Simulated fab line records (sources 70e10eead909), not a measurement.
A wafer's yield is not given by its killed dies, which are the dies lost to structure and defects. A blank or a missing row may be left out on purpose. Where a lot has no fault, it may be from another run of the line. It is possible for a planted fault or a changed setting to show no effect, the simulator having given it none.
Comparing a struck lot with a sound one -- flow nandHarc -- 13 out of 1159 route steps
Sound: these wafers, L550.1, L550.2, L550.4. Wafers struck: L556.1, L556.5, L556.6. At the end, the cause is stated.
Order at every step that has rows: each side's tool, ch and its chambers, its first start. Under that, the readings that differ: sound wafers -- struck wafers -- difference of the means -- sigmas: that difference in standard deviations of wafers without a fault.
alike: readings whose means differ by less than 2 such deviations, and words and numbers that are the same on both sides. not compared: withheld readings, readings that some wafer has no value for, bounds like >300 that may hide the same value, and numbers for which the record gives no deviation and whose values overlap.
Wherever a step has rows on one side only, a row that says differs or no value, or a row with sigmas, the two part there. When numbers do not overlap yet have no deviation, they are printed without sigmas and do not part them. A reading that every wafer of one side lacks parts them only if that side has two wafers or more.

NHARC_A_STAIRCASE_TRIM_224: chemistry O2, time 211.2 s.
  sound: rieDiel-11 ch 0,2,3; struck: rieDiel-04 ch 1,2,3
  alike: drypumpMotorCurrentA, oesProductAu, rfVppV, showerheadPlenumPTorr, throttleValvePct
  not compared: rfHoursCounterH
NHARC_A_STAIRCASE_ETCH_225: etches the open film in C4F8/O2, target depth 100 nm, time 40.5 s.
  sound: rieDiel-11 ch 1,2,3; struck: rieDiel-04 ch 0,3
  alike: oesProductAu, rfVppV
  not compared: rfHoursCounterH
then, 2 steps without rows for these wafers: NHARC_A_STAIRCASE_TRIM_226 (chemistry O2, time 211.2 s); NHARC_A_STAIRCASE_ETCH_227 (etches the open film in C4F8/O2, target depth 100 nm, time 40.5 s).
NHARC_A_STAIRCASE_TRIM_229: chemistry O2, time 211.2 s.
  sound on rieDiel-12 ch 0,1,2, day 12 02:55; struck on rieDiel-04 ch 0,1, day 14 21:57
  alike: drypumpMotorCurrentA, oesProductAu, rfVppV, showerheadPlenumPTorr, throttleValvePct
  not compared: rfHoursCounterH
then, 1 step without rows for these wafers: NHARC_A_STAIRCASE_ETCH_230 (etches the open film in C4F8/O2, target depth 100 nm, time 40.5 s).
NHARC_A_STAIRCASE_TRIM_231: chemistry O2, time 211.2 s.
  sound: rieDiel-12 ch 0,1,3; struck: rieDiel-04 ch 0,1,3
  alike: drypumpMotorCurrentA, oesProductAu, rfVppV, showerheadPlenumPTorr, throttleValvePct
  not compared: rfHoursCounterH
NHARC_A_STAIRCASE_ETCH_232: etches the open film in C4F8/O2, target depth 100 nm, time 40.5 s.
  sound: rieDiel-12 ch 0,2,3; struck: rieDiel-04 ch 0,1
  alike: oesProductAu, rfVppV
  not compared: rfHoursCounterH
then, 3 steps without rows for these wafers: NHARC_A_STAIRCASE_TRIM_233 (chemistry O2, time 211.2 s); NHARC_A_STAIRCASE_ETCH_234 (etches the open film in C4F8/O2, target depth 100 nm, time 40.5 s); NHARC_A_STAIRCASE_TRIM_235 (chemistry O2, time 211.2 s).
NHARC_A_STAIRCASE_ETCH_236: etches the open film in C4F8/O2, target depth 100 nm, time 40.5 s.
  sound on rieDiel-12 ch 0,2,3, day 12 03:49; struck on rieDiel-04 ch 0,1,2, day 14 23:02
reading,sound,struck,difference,sigmas
oesProductAu (a.u.),0.950 0.946 0.929,1.119 1.110 1.124,+0.176,+18
  alike: rfVppV
  not compared: rfHoursCounterH
-- break in the record here, with 8 days between the starts of the struck wafers on either side (left off in module A_STAIRCASE, picked up again in module END, where the first step shown is number 1159 on the route) --
NHARC_END_SORT_01:
  sound on prober-01 ch 0, day 19 21:46; struck on prober-01 ch 0, day 22 15:26
reading,sound,struck,difference,sigmas
hold,- - -,awaitDispo/2.6h/scrap awaitDispo/2.6h/scrap awaitDispo/2.6h/scrap,no value on the sound wafers,
killedAtArray,29 18 23,673 672 673,+649,+59
killedDies,29 20 25,675 677 677,+652,+59
  alike: killedAtOther, killedAtPeriphery, killedOpen, killedShort

## WHERE THEY PART
At NHARC_A_STAIRCASE_ETCH_236 first; at NHARC_END_SORT_01 last (within this record only).

WHY: what the simulator had put in
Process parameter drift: rieDiel-04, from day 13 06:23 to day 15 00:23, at NHARC_A_STAIRCASE_ETCH_236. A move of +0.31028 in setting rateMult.
